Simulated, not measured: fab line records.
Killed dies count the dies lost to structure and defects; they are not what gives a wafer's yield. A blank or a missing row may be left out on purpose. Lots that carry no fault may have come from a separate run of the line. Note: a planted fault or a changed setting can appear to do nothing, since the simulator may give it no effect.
Struck lot and sound lot, side by side ; flow n5-finfet ; 40 steps out of a route of 1938
Sound: these wafers, L454.2, L454.3, L454.5. Struck: wafer L462.1 (left out: L462.2, L462.3 of the same lot, which were not struck); the cause appears at the end.
Each step with rows lists, per side, the tool, then ch with its chambers, then its first start. Under that, the readings that differ: sound wafers ; struck wafers ; difference of the means ; sigmas: that difference in standard deviations of wafers without a fault.
alike: readings with means less than 2 such deviations apart, plus words and numbers identical on both sides. not compared: withheld readings, readings lacking a value on some wafer, bounds such as >300 that could conceal the same value, and numbers that have no deviation in the record and whose values overlap.
A row with sigmas, a row that says differs or no value, or rows on one side alone: a step with any of these is where the two part. Numbers that don't overlap but have no deviation are shown without sigmas and don't part them. A reading that every wafer of one side lacks parts them only if that side has two wafers or more.

first, 11 steps without rows for these wafers: N5_ZERO_LAYER_HMDS_04 (time 60 s); N5_ZERO_LAYER_COAT_05 (resist thk 1000 nm); N5_ZERO_LAYER_EBR_07; N5_ZERO_LAYER_SOFTBAKE_06 (time 90 s); N5_ZERO_LAYER_EXPOSE_08 (exposes mask ZERO, defocus 0 nm, target cd 2000 nm); N5_ZERO_LAYER_PEB_09; N5_ZERO_LAYER_DEVELOP_10 (develop time 60 s); N5_ZERO_LAYER_HARDBAKE_23 (time 120 s); N5_ZERO_LAYER_DESCUM_16 (chemistry O2, time 7.9 s); N5_ZERO_LAYER_ETCH_17 (etches SiO2 in CF4, target depth 12 nm, time 13.3 s); N5_ZERO_LAYER_ETCH_18 (etches Si in HBr/Cl2, target depth 120 nm, time 40 s).
N5_ZERO_LAYER_STRIP_24: strips in O2.
  sound on plasma-asher-02 ch 0,1, day 1 18:53; struck on plasma-asher-02 ch 0, day 3 19:01
  alike: drypump-motor-current-A, heater-power-w, oes-product-au, strip-time-to-endpoint-s
  not compared: rf-hours-counter-h
then, 1 step without rows for these wafers: N5_ZERO_LAYER_STRIP_19 (strips in SPM, time 900 s).
N5_ZERO_LAYER_INSPECT_20: inspects for defects (darkfield).
  sound: defect-inspect-02 at day 1 19:15; struck: defect-inspect-01 at day 3 19:23
reading;sound;struck;difference;sigmas
raw-defect-count;34 48 18;808;+775;+55
then, 8 steps without rows for these wafers: N5_WELL_APT_HMDS_01 (time 60 s); N5_WELL_APT_COAT_02 (resist thk 950 nm); N5_WELL_APT_EBR_04; N5_WELL_APT_SOFTBAKE_03 (time 60 s); N5_WELL_APT_EXPOSE_05 (exposes mask NWELL, defocus 0 nm, target cd 200 nm); N5_WELL_APT_PEB_06 (peb time 90 s); N5_WELL_APT_DEVELOP_07 (develop time 45 s); N5_WELL_APT_HARDBAKE_12 (time 120 s).
N5_WELL_APT_INSPECT_10: inspects for defects (macro).
  sound: defect-inspect-02 at day 1 19:37; struck: defect-inspect-01 at day 3 19:52
reading;sound;struck;difference;sigmas
raw-defect-count;2 2 1;>300;differs;
then, 12 steps without rows for these wafers: N5_WELL_APT_DESCUM_13 (chemistry O2, time 7.9 s); N5_WELL_APT_IMPLANT_14; N5_WELL_APT_IMPLANT_15; N5_WELL_APT_STRIP_16 (strips in SPM, time 900 s); N5_WELL_APT_HMDS_18 (time 60 s); N5_WELL_APT_COAT_19 (resist thk 950 nm); N5_WELL_APT_EBR_21; N5_WELL_APT_SOFTBAKE_20 (time 60 s); N5_WELL_APT_EXPOSE_22 (exposes mask PWELL, defocus 0 nm, target cd 200 nm); N5_WELL_APT_PEB_23 (peb time 90 s); N5_WELL_APT_DEVELOP_24 (develop time 45 s); N5_WELL_APT_HARDBAKE_29 (time 120 s).
N5_WELL_APT_INSPECT_27: inspects for defects (macro).
  sound: defect-inspect-02 at day 1 20:51; struck: defect-inspect-01 at day 3 21:07
reading;sound;struck;difference;sigmas
raw-defect-count;2 1 1;>300;differs;
then, 1 step without rows for these wafers: N5_WELL_APT_DESCUM_30 (chemistry O2, time 7.9 s).
N5_WELL_APT_INSPECT_38: inspects for defects (darkfield).
  sound: defect-inspect-01 at day 2 04:43; struck: defect-inspect-01 at day 3 22:58
reading;sound;struck;difference;sigmas
raw-defect-count;14 7 14;766;+754;+99 or more
-- the record jumps here: 7 days lie between the struck wafers' starts before and after (it left off in module WELL_APT and takes up again in module BEOL_M4, whose first step shown is number 1111 of the route) --
N5_BEOL_M4_RC_MEAS_101:
  sound on prober-02 ch 0, day 8 20:24; struck on prober-01 ch 0, day 11 02:23
  alike: DIBL_N, DIBL_P, IOFF_N, IOFF_P, ION_N, ION_P, SS_N, SS_P, VT_N, VT_P
-- record jumps: 4 days separate the struck wafers' starts on either side; left off in module BEOL_M4, taken up again in module PASSIVATION, whose first shown step is the route's number 1936 --
N5_PASSIVATION_PROBE_49:
  only the struck wafers here have rows in the record (prober-02, day 15 11:01); the sound ones have none

== WHERE THEY PART ==
First at N5_ZERO_LAYER_INSPECT_20; last, within this record, at N5_PASSIVATION_PROBE_49.

WHY: whatever the simulator had introduced
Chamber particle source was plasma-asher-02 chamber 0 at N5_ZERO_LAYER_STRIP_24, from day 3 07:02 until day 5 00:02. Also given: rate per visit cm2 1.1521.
